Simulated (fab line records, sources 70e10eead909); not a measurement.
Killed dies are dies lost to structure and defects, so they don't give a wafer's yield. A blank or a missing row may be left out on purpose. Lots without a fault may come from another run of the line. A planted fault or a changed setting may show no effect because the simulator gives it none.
Which tool did it? | flow nand_harc | 24 lots, 72 wafers sampled, at 6 steps of a route of 1302

WHAT THE GAUGES READ, wafer by wafer
NHARC_A_BLC_CD_MEAS_19. Usual: cd_nm 100.0 nm, standard deviation 1.8.
lot  | measured     | on        | cd_nm (nm)        | flag
L074 | day 23 06:04 | cd_sem-01 | 100.7 98.3 98.4   |
L075 | day 23 06:41 | cd_sem-01 | 99.3 99.3 100.6   |
L076 | day 23 15:55 | cd_sem-01 | 103.1 100.9 100.6 |
L079 | day 24 12:07 | cd_sem-03 | 99.5 100.0 102.5  |
L078 | day 24 15:39 | cd_sem-01 | 99.8 102.0 102.8  |
L077 | day 24 16:31 | cd_sem-01 | 101.3 97.6 100.8  |
L081 | day 25 17:38 | cd_sem-03 | 101.2 102.2 100.6 |
L080 | day 25 19:04 | cd_sem-03 | 101.9 102.3 101.1 |
L082 | day 25 23:14 | cd_sem-03 | 100.3 101.5 101.0 |
L083 | day 26 10:13 | cd_sem-01 | 100.3 100.9 98.9  |
L086 | day 27 16:43 | cd_sem-03 | 99.3 101.6 102.1  |
L087 | day 27 23:25 | cd_sem-01 | 101.0 101.8 97.4  |
L085 | day 28 02:10 | cd_sem-02 | 99.7 99.5 100.7   |
L084 | day 28 11:22 | cd_sem-01 | 104.7 96.5 100.2  |
L091 | day 28 17:46 | cd_sem-03 | 99.6 100.8 100.1  |
L089 | day 28 18:44 | cd_sem-01 | 98.0 97.9 98.2    |
L088 | day 28 22:04 | cd_sem-01 | 101.2 102.1 98.1  |
L090 | day 29 03:34 | cd_sem-01 | 99.1 100.1 98.5   |
L093 | day 30 03:37 | cd_sem-03 | 98.1 101.1 99.0   |
L092 | day 30 06:02 | cd_sem-01 | 101.6 100.8 100.3 |
L094 | day 31 07:13 | cd_sem-01 | 99.7 99.0 98.5    |
L096 | day 32 05:05 | cd_sem-02 | 101.5 98.0 98.2   |
L097 | day 32 09:23 | cd_sem-02 | 100.7 99.9 101.5  |
L095 | day 32 10:00 | cd_sem-01 | 97.4 99.5 99.5    |

NHARC_A_BLC_INSPECT_28. Usual: raw_defect_count 522, standard deviation 130.
lot  | measured     | on                | raw_defect_count | flag
L074 | day 23 08:29 | defect_inspect-02 | 524 560 564      |
L075 | day 23 08:40 | defect_inspect-02 | 703 514 554      |
L076 | day 23 17:53 | defect_inspect-02 | 950 909 591      |
L079 | day 24 14:05 | defect_inspect-02 | 383 512 476      |
L078 | day 24 17:44 | defect_inspect-01 | 436 665 529      |
L077 | day 24 18:29 | defect_inspect-02 | 430 420 490      |
L081 | day 25 19:44 | defect_inspect-02 | 488 370 484      |
L080 | day 25 21:03 | defect_inspect-01 | 386 376 412      |
L082 | day 26 01:14 | defect_inspect-01 | 568 545 469      |
L083 | day 26 12:13 | defect_inspect-01 | 403 330 453      |
L086 | day 27 18:42 | defect_inspect-01 | 545 524 493      |
L087 | day 28 01:24 | defect_inspect-02 | 358 375 275      |
L085 | day 28 04:11 | defect_inspect-01 | 498 509 483      |
L084 | day 28 13:22 | defect_inspect-02 | 386 449 438      |
L091 | day 28 19:44 | defect_inspect-02 | 485 655 587      |
L089 | day 28 20:48 | defect_inspect-02 | 516 416 544      |
L088 | day 29 00:05 | defect_inspect-02 | 777 475 389      |
L090 | day 29 05:32 | defect_inspect-01 | 354 408 501      |
L093 | day 30 05:37 | defect_inspect-01 | 580 537 396      |
L092 | day 30 08:01 | defect_inspect-02 | 778 648 548      |
L094 | day 31 09:11 | defect_inspect-01 | 564 571 532      |
L096 | day 32 07:08 | defect_inspect-01 | 393 544 481      |
L097 | day 32 11:21 | defect_inspect-01 | 443 582 497      |
L095 | day 32 12:02 | defect_inspect-01 | 501 714 622      |

NHARC_A_M1_THK_MEAS_24: measures by xrf. Usual: thk_nm 154.4 nm, standard deviation 1.5.
lot  | measured     | on            | thk_nm (nm)       | flag
L074 | day 23 16:20 | film_metro-02 | 154.9 153.2 155.2 |
L075 | day 23 16:40 | film_metro-02 | 154.7 155.1 155.1 |
L076 | day 24 02:16 | film_metro-01 | 152.4 155.4 151.6 |
L079 | day 24 22:22 | film_metro-01 | 153.5 152.3 154.0 |
L078 | day 25 01:28 | film_metro-01 | 155.3 157.1 155.1 |
L077 | day 25 02:08 | film_metro-02 | 155.2 155.8 155.1 |
L081 | day 26 03:16 | film_metro-02 | 156.4 153.3 154.4 |
L080 | day 26 05:08 | film_metro-01 | 150.8 153.8 154.5 |
L082 | day 26 08:36 | film_metro-01 | 153.1 153.2 153.2 |
L083 | day 26 19:49 | film_metro-02 | 152.9 153.3 152.9 |
L086 | day 28 02:35 | film_metro-02 | 155.4 151.6 150.2 |
L087 | day 28 08:50 | film_metro-01 | 155.6 154.8 154.5 |
L085 | day 28 11:43 | film_metro-02 | 154.7 155.3 155.2 |
L084 | day 28 21:01 | film_metro-01 | 157.4 157.4 157.7 |
L091 | day 29 03:34 | film_metro-01 | 154.7 153.3 154.9 |
L089 | day 29 04:16 | film_metro-02 | 157.9 154.1 152.5 |
L088 | day 29 07:52 | film_metro-02 | 155.4 154.5 156.1 |
L090 | day 29 13:16 | film_metro-01 | 153.9 153.3 155.3 |
L093 | day 30 12:56 | film_metro-01 | 154.9 157.0 154.8 |
L092 | day 30 15:36 | film_metro-02 | 153.0 154.0 155.2 |
L094 | day 31 16:45 | film_metro-01 | 152.0 153.0 151.6 |
L096 | day 32 14:46 | film_metro-02 | 155.5 155.3 155.3 |
L097 | day 32 18:59 | film_metro-01 | 156.5 155.7 155.9 |
L095 | day 32 20:05 | film_metro-02 | 155.2 155.2 155.1 |

WHICH TOOL RAN EACH LOT (tool, then ch and the chambers of the sampled wafers, then the start)
lot  | NHARC_A_BLC_PVD_32                      | NHARC_A_BLC_CMP_25            | NHARC_A_M1_ETCH_28
L074 | pvd_sputter-02, day 23 08:05 or earlier | cmp-04 ch 0,1,3, day 23 08:05 | rie_diel-02 ch 0,1,3, day 23 16:20 or earlier
L075 | pvd_sputter-02, day 23 08:17 or earlier | cmp-01 ch 1,2, day 23 08:17   | rie_diel-09 ch 1,2,3, day 23 16:40 or earlier
L076 | pvd_sputter-01, day 23 17:31 or earlier | cmp-04 ch 1,2,3, day 23 17:31 | rie_diel-09 ch 1,2,3, day 24 02:16 or earlier
L079 | pvd_sputter-03, day 24 13:40 or earlier | cmp-01 ch 0,2,3, day 24 13:40 | rie_diel-09 ch 1,3, day 24 22:22 or earlier
L078 | pvd_sputter-02, day 24 17:19 or earlier | cmp-03 ch 0,3, day 24 17:19   | rie_diel-11 ch 0,2,3, day 25 01:28 or earlier
L077 | pvd_sputter-03, day 24 18:08 or earlier | cmp-01 ch 0,2,3, day 24 18:08 | rie_diel-11 ch 0,1,2, day 25 02:08 or earlier
L081 | pvd_sputter-02, day 25 19:20 or earlier | cmp-01 ch 1,2,3, day 25 19:20 | rie_diel-09 ch 2,3, day 26 03:16 or earlier
L080 | pvd_sputter-03, day 25 20:39 or earlier | cmp-01 ch 1,2, day 25 20:39   | rie_diel-02 ch 0,3, day 26 05:08 or earlier
L082 | pvd_sputter-03, day 26 00:49 or earlier | cmp-03 ch 0,1,3, day 26 00:49 | rie_diel-11 ch 0,2,3, day 26 08:36 or earlier
L083 | pvd_sputter-02, day 26 11:52 or earlier | cmp-04 ch 0,2,3, day 26 11:52 | rie_diel-02 ch 0,3, day 26 19:49 or earlier
L086 | pvd_sputter-03, day 27 18:19 or earlier | cmp-01 ch 0,1,2, day 27 18:19 | rie_diel-11 ch 1,2, day 28 02:35 or earlier
L087 | pvd_sputter-03, day 28 01:00 or earlier | cmp-04 ch 1,2,3, day 28 01:00 | rie_diel-02 ch 0,1,2, day 28 08:50 or earlier
L085 | pvd_sputter-02, day 28 03:48 or earlier | cmp-01 ch 0,1, day 28 03:48   | rie_diel-02 ch 1,2, day 28 11:43 or earlier
L084 | pvd_sputter-02, day 28 12:58 or earlier | cmp-01 ch 0,1,3, day 28 12:58 | rie_diel-09 ch 0,1,3, day 28 21:01 or earlier
L091 | pvd_sputter-03, day 28 19:20 or earlier | cmp-04 ch 0,1,2, day 28 19:20 | rie_diel-02 ch 1,2,3, day 29 03:34 or earlier
L089 | pvd_sputter-01, day 28 20:24 or earlier | cmp-04 ch 0,2,3, day 28 20:24 | rie_diel-02 ch 0,2,3, day 29 04:16 or earlier
L088 | pvd_sputter-03, day 28 23:42 or earlier | cmp-01 ch 2,3, day 28 23:42   | rie_diel-02 ch 1,2,3, day 29 07:52 or earlier
L090 | pvd_sputter-03, day 29 05:11 or earlier | cmp-01 ch 0,1,3, day 29 05:11 | rie_diel-02 ch 0,3, day 29 13:16 or earlier
L093 | pvd_sputter-03, day 30 05:12 or earlier | cmp-03 ch 0,1, day 30 05:12   | rie_diel-02 ch 0,2,3, day 30 12:56 or earlier
L092 | pvd_sputter-02, day 30 07:38 or earlier | cmp-04 ch 0,1,2, day 30 07:38 | rie_diel-11 ch 0,1,2, day 30 15:36 or earlier
L094 | pvd_sputter-01, day 31 08:52 or earlier | cmp-01 ch 0,1,2, day 31 08:52 | rie_diel-02 ch 0,1, day 31 16:45 or earlier
L096 | pvd_sputter-01, day 32 06:47 or earlier | cmp-01 ch 0,2,3, day 32 06:47 | rie_diel-02 ch 0,1,2, day 32 14:46 or earlier
L097 | pvd_sputter-03, day 32 10:57 or earlier | cmp-04 ch 0,1, day 32 10:57   | rie_diel-11 ch 1,2,3, day 32 18:59 or earlier
L095 | pvd_sputter-02, day 32 11:38 or earlier | cmp-04 ch 0,1, day 32 11:38   | rie_diel-02 ch 0,1,2, day 32 20:05 or earlier
- NHARC_A_BLC_PVD_32: deposits Ti, target thk 5 nm, time 17.7 s.
- NHARC_A_BLC_CMP_25: polishes, t overpolish 30 s, target thk 150 nm.
- NHARC_A_M1_ETCH_28: etches the open film in CF4/N2, target depth 30 nm, time 72.99 s.

WHAT THE TOOLS THEMSELVES READ (means of the sampled wafers that have a number; where no wafer has one, the mark that the record gives instead)
NHARC_A_BLC_PVD_32. Usual: throttle_valve_pct 29.8 %, standard deviation 1.3.
lot  | tool           | throttle_valve_pct (%) | flag
L074 | pvd_sputter-02 | 29.0                   |
L075 | pvd_sputter-02 | 29.3                   |
L076 | pvd_sputter-01 | 29.3                   |
L079 | pvd_sputter-03 | 30.3                   |
L078 | pvd_sputter-02 | 28.9                   |
L077 | pvd_sputter-03 | 30.5                   |
L081 | pvd_sputter-02 | 28.9                   |
L080 | pvd_sputter-03 | 30.0                   |
L082 | pvd_sputter-03 | 29.8                   |
L083 | pvd_sputter-02 | 28.8                   |
L086 | pvd_sputter-03 | 30.4                   |
L087 | pvd_sputter-03 | 31.0                   |
L085 | pvd_sputter-02 | 28.7                   |
L084 | pvd_sputter-02 | 27.7                   |
L091 | pvd_sputter-03 | 29.6                   |
L089 | pvd_sputter-01 | 30.4                   |
L088 | pvd_sputter-03 | 29.7                   |
L090 | pvd_sputter-03 | 30.3                   |
L093 | pvd_sputter-03 | 31.4                   |
L092 | pvd_sputter-02 | 28.3                   |
L094 | pvd_sputter-01 | 30.5                   |
L096 | pvd_sputter-01 | 31.1                   |
L097 | pvd_sputter-03 | 30.2                   |
L095 | pvd_sputter-02 | 28.5                   |

NHARC_A_BLC_CMP_25. Usual: motor_current_A 12.2 A, standard deviation 0.97; overpolish_run_s 30.000 s, standard deviation 0.0088; time_to_endpoint_s 30.1 s, standard deviation 2.5.
lot  | tool   | motor_current_A (A) | overpolish_run_s (s) | time_to_endpoint_s (s) | flag
L074 | cmp-04 | 11.8                | 30.001               | 27.8                   |
L075 | cmp-01 | 11.9                | 29.991               | 28.9                   |
L076 | cmp-04 | 11.6                | 30.003               | 27.6                   |
L079 | cmp-01 | 11.6                | 29.998               | 28.7                   |
L078 | cmp-03 | 13.7                | 30.007               | 29.6                   |
L077 | cmp-01 | 11.8                | 29.995               | 29.7                   |
L081 | cmp-01 | 12.3                | 30.009               | 28.8                   |
L080 | cmp-01 | 12.6                | 29.993               | 31.7                   |
L082 | cmp-03 | 13.2                | 29.994               | 27.1                   |
L083 | cmp-04 | 11.8                | 30.002               | 29.1                   |
L086 | cmp-01 | 12.0                | 29.996               | 30.9                   |
L087 | cmp-04 | 11.9                | 30.001               | 26.3                   |
L085 | cmp-01 | 13.1                | 30.000               | 31.7                   |
L084 | cmp-01 | 12.1                | 30.003               | 30.9                   |
L091 | cmp-04 | 12.4                | 30.010               | 31.8                   |
L089 | cmp-04 | 11.9                | 29.995               | 31.4                   |
L088 | cmp-01 | 12.1                | 29.998               | 31.5                   |
L090 | cmp-01 | 12.5                | 30.002               | 31.5                   |
L093 | cmp-03 | 12.1                | 30.006               | 27.0                   |
L092 | cmp-04 | 12.5                | 29.994               | 29.1                   |
L094 | cmp-01 | 12.1                | 30.004               | 34.6                   |
L096 | cmp-01 | 11.9                | 29.993               | 32.4                   |
L097 | cmp-04 | 12.1                | 30.000               | 31.8                   |
L095 | cmp-04 | 12.3                | 30.005               | 28.5                   |

NHARC_A_M1_ETCH_28. Usual: chamber_pressure_mTorr 30.001 mTorr, standard deviation 0.028; drypump_motor_current_A 5.7 A, standard deviation 0.43; oes_product_au 0.999 a.u., standard deviation 0.0092; rf_vpp_V 313.3 V, standard deviation 1.8; showerhead_plenum_p_Torr 2.57 Torr, standard deviation 0.097; throttle_valve_pct 19.794 %, standard deviation 0.0087.
lot  | tool        | chamber_pressure_mTorr (mTorr) | drypump_motor_current_A (A) | oes_product_au (a.u.) | rf_vpp_V (V) | showerhead_plenum_p_Torr (Torr) | throttle_valve_pct (%) | flag
L074 | rie_diel-02 | 30.049                         | 5.5                         | 0.994                 | 312.9        | 2.54                            | 19.800                 |
L075 | rie_diel-09 | 29.990                         | 6.0                         | 1.007                 | 313.9        | 2.63                            | 19.793                 |
L076 | rie_diel-09 | 29.980                         | 6.0                         | 0.998                 | 315.1        | 2.63                            | 19.796                 |
L079 | rie_diel-09 | 29.994                         | 5.9                         | 1.003                 | 314.3        | 2.63                            | 19.792                 |
L078 | rie_diel-11 | 30.004                         | 5.6                         | 1.000                 | 312.8        | 2.60                            | 19.781                 |
L077 | rie_diel-11 | 30.027                         | 5.3                         | 0.985                 | 314.9        | 2.69                            | 19.802                 |
L081 | rie_diel-09 | 29.985                         | 5.7                         | 1.006                 | 314.2        | 2.61                            | 19.799                 |
L080 | rie_diel-02 | 30.012                         | 5.4                         | 1.003                 | 314.1        | 2.56                            | 19.793                 |
L082 | rie_diel-11 | 30.007                         | 5.6                         | 0.996                 | 312.7        | 2.59                            | 19.797                 |
L083 | rie_diel-02 | 29.977                         | 5.5                         | 0.998                 | 312.5        | 2.54                            | 19.801                 |
L086 | rie_diel-11 | 30.019                         | 5.0                         | 1.002                 | 314.8        | 2.69                            | 19.793                 |
L087 | rie_diel-02 | 29.992                         | 5.9                         | 0.998                 | 312.0        | 2.49                            | 19.792                 |
L085 | rie_diel-02 | 30.014                         | 5.9                         | 0.995                 | 311.3        | 2.49                            | 19.797                 |
L084 | rie_diel-09 | 29.979                         | 6.0                         | 1.015                 | 312.6        | 2.60                            | 19.801                 |
L091 | rie_diel-02 | 29.982                         | 5.8                         | 0.993                 | 312.8        | 2.52                            | 19.795                 |
L089 | rie_diel-02 | 29.995                         | 5.7                         | 1.006                 | 311.8        | 2.52                            | 19.798                 |
L088 | rie_diel-02 | 30.006                         | 5.8                         | 0.989                 | 311.9        | 2.52                            | 19.800                 |
L090 | rie_diel-02 | 30.005                         | 5.4                         | 0.995                 | 313.1        | 2.56                            | 19.797                 |
L093 | rie_diel-02 | 29.995                         | 5.7                         | 1.001                 | 312.9        | 2.52                            | 19.788                 |
L092 | rie_diel-11 | 30.012                         | 5.3                         | 0.997                 | 315.3        | 2.69                            | 19.794                 |
L094 | rie_diel-02 | 29.980                         | 5.7                         | 1.002                 | 312.8        | 2.50                            | 19.797                 |
L096 | rie_diel-02 | 30.000                         | 5.9                         | 0.999                 | 312.0        | 2.49                            | 19.789                 |
L097 | rie_diel-11 | 30.013                         | 5.3                         | 1.003                 | 313.5        | 2.58                            | 19.798                 |
L095 | rie_diel-02 | 29.979                         | 5.9                         | 1.000                 | 311.4        | 2.49                            | 19.795                 |

THE ANSWER, worked out from the rows above alone
Rule: a lot is off if the mean of its wafers that have a number lies more than 3 standard deviations from the usual mean. A lot without any number at a reading at which 4 lots or more have one is off too. The other lots that the step has rows for count as sound. The gauges are gone through in route order, then the tools' own readings, and for those a lot's mean is taken as printed above. The first step at which some lot is off is used, and at that step the reading that is off furthest; a lot without a number counts as furthest.
No lot is off at any reading shown: from this, nothing can be told.

WHAT THE SIMULATOR HAD PUT IN
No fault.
